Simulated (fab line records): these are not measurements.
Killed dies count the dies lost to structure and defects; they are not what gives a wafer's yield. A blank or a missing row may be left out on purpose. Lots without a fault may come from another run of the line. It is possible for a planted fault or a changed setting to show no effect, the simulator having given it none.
Chamber matching | flow nand-harc | NHARC_A_CHANNEL_HOLE_D1_ETCH_44 on rie-diel-09: 4 sister chambers
The step etches the open film in CF4/O2, target depth 140 nm, overetch 14 nm, time 77 s. 4 wafers are shown with their chamber, then 8 later ones without.

WAFERS, EACH WITH ITS CHAMBER
wafer  | chamber | showerhead-plenum-p-Torr (Torr)
L077.4 | 1       | 1.28
L084.1 | 3       | 1.43
L084.6 | 0       | 1.43
L083.2 | 2       | 1.30

WAFERS MISSING THEIR CHAMBER
wafer  | showerhead-plenum-p-Torr (Torr)
L083.3 | 1.44
L083.4 | 1.43
L089.2 | 1.43
L089.4 | 1.30
L089.6 | 1.28
L094.1 | 1.43
L094.3 | 1.30
L094.5 | 1.28

WHICH CHAMBER EACH ONE RAN IN
wafer  | from the rows above     | in truth
L083.3 | can't be placed: 0 or 3 | 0
L083.4 | can't be placed: 0 or 3 | 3
L089.2 | can't be placed: 0 or 3 | 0
L089.4 | 2                       | 2
L089.6 | 1                       | 1
L094.1 | can't be placed: 0 or 3 | 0
L094.3 | 2                       | 2
L094.5 | 1                       | 1
4 of 8 placed correctly. Cannot be placed on the basis of these rows: 4; the candidates contain the true chamber in 4. 0 placed wrongly.
How it was worked out, from the rows above alone: a wafer's distance from a chamber is the root of the sum, over the readings, of the square of ((its reading less the chamber's mean) divided by the reading's scatter). The wafer belongs to the nearest chamber; if the next one is less than 2 further off, it can't be placed. Each chamber's mean is taken over the wafers shown for it. The scatter: with one shown wafer a chamber, the root of the mean of the squares of how far each hidden wafer lies from its nearest shown one.
